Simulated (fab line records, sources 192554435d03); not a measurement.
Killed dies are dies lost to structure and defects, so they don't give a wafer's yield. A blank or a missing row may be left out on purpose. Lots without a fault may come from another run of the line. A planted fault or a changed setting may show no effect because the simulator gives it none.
Split-lot experiment | flow n5_finfet | 7 lots, 21 wafers read, on a route of 1938 steps

THE SPLIT
At N5_BEOL_M6_COAT_22 (resist thk 30 nm), the setting spin_rpm was moved away from the recipe's 1500 rpm on 8 of the 21 wafers read, by -10.1% to +7.3%. The other wafers ran this setting at the recipe's value.

FROM THE SPLIT TO THE READING: what the file shows between them, 4 steps
- N5_BEOL_M6_EBR_24
- N5_BEOL_M6_SOFTBAKE_23: time 60 s
- N5_BEOL_M6_EXPOSE_25: exposes mask V5, target cd 40 nm
- N5_BEOL_M6_PEB_26: peb time 60 s

THE READING
CAR-EUV_of_BEOL_M6_COAT_22.thk_nm (the simulator's own value, which no gauge read), in nm, at N5_BEOL_M6_DEVELOP_27 (develop time 30 s). The file gives no usual value for it. The 13 wafers here that ran the recipe average 29.6 nm, standard deviation 0.11 nm.

wafer  | tool, chamber at the split | spin_rpm as run, rpm | against the recipe | CAR-EUV_of_BEOL_M6_COAT_22.thk_nm, nm | against lot-mates on the recipe
L079.3 | litho_track-01, 0          | 1500                 | recipe             | 29.6                                  | -
L079.4 | litho_track-01, 0          | 1500                 | recipe             | 29.6                                  | -
L079.6 | litho_track-01, 0          | 1500                 | recipe             | 29.6                                  | -
L075.2 | litho_track-05, 0          | 1380                 | -8.0%              | 31                                    | +1.4
L075.3 | litho_track-05, 0          | 1500                 | recipe             | 29.6                                  | -
L075.6 | litho_track-05, 0          | 1500                 | recipe             | 29.6                                  | -
L081.1 | litho_track-05, 0          | 1500                 | recipe             | 29.8                                  | -
L081.2 | litho_track-05, 0          | 1500                 | recipe             | 29.8                                  | -
L081.4 | litho_track-05, 0          | 1500                 | recipe             | 29.6                                  | -
L088.1 | litho_track-05, 0          | 1348                 | -10.1%             | 31.4                                  | +1.6
L088.2 | litho_track-05, 0          | 1348                 | -10.1%             | 31.4                                  | +1.6
L088.4 | litho_track-05, 0          | 1500                 | recipe             | 29.8                                  | -
L091.2 | litho_track-05, 0          | 1565                 | +4.3%              | 29                                    | -0.6
L091.4 | litho_track-05, 0          | 1565                 | +4.3%              | 29                                    | -0.6
L091.6 | litho_track-05, 0          | 1500                 | recipe             | 29.6                                  | -
L095.1 | litho_track-03, 0          | 1500                 | recipe             | 29.6                                  | -
L095.3 | litho_track-03, 0          | 1500                 | recipe             | 29.4                                  | -
L095.4 | litho_track-03, 0          | 1364                 | -9.1%              | 31                                    | +1.5
L096.4 | litho_track-01, 0          | 1500                 | recipe             | 29.6                                  | -
L096.5 | litho_track-01, 0          | 1609                 | +7.3%              | 28.6                                  | -1.0
L096.6 | litho_track-01, 0          | 1609                 | +7.3%              | 28.6                                  | -1.0

THE FIT
A straight line over all 21 wafers: CAR-EUV_of_BEOL_M6_COAT_22.thk_nm changes by -0.16 nm for each +1% of spin_rpm; r = -0.99; the points scatter about the line by 0.11 nm.
The same after taking each lot's own level away (the mean of its wafers on the recipe; 21 wafers): -0.155 nm for each +1%; r = -1.00; scatter 0.073 nm.
On that fit, the largest move of spin_rpm shifts the reading by 1.6 nm.
The lots' own levels span 29.50 to 29.80 nm, that is 2.8 times the standard deviation above.
So the lot-to-lot level changes the slope little: the two slopes agree.
Check: with one of the wafers moved furthest among these (-10.1%) left out of the fit, the line predicts +1.6 nm for it against its lot-mates. It came out at +1.6 nm against them.

OTHER SPLITS ON THESE WAFERS
These wafers also went through other splits before the reading. Each is held against what the fit with the lots' levels taken away leaves over:
other split on the same wafers   | wafers away from the commonest value | r with CAR-EUV_of_BEOL_M6_COAT_22.thk_nm (lot level and that fit taken away)
N5_BEOL_M3_COAT_05 spin_rpm      | 2                                    | -0.30
N5_BEOL_M4_EXPOSE_08 dose_mj     | 6                                    | -0.15
N5_BEOL_M5_VIA_ETCH_34 source_w  | 7                                    | -0.14
N5_BEOL_M5_TRENCH_ETCH_37 bias_w | 7                                    | +0.08
N5_BEOL_M6_COAT_71 spin_rpm      | 4                                    | +0.10

THE WHOLE CHAIN: every reading that the file lists as answering this split, in the file's order
step                  | what it does      | reading                                                                            | change (the file's fit)               | r (the file's)
N5_BEOL_M6_COAT_22    | resist thk 30 nm  | CAR-EUV_of_BEOL_M6_COAT_22.thk_nm (the simulator's own value, which no gauge read) | -0.169 nm for each +1% of the setting | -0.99
N5_BEOL_M6_DEVELOP_27 | develop time 30 s | CAR-EUV_of_BEOL_M6_COAT_22.thk_nm (the simulator's own value, which no gauge read) | -0.159 nm for each +1% of the setting | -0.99

THE FILE'S OWN FIT
CAR-EUV_of_BEOL_M6_COAT_22.thk_nm changes by -0.159 nm for each +1% of spin_rpm, r = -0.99.
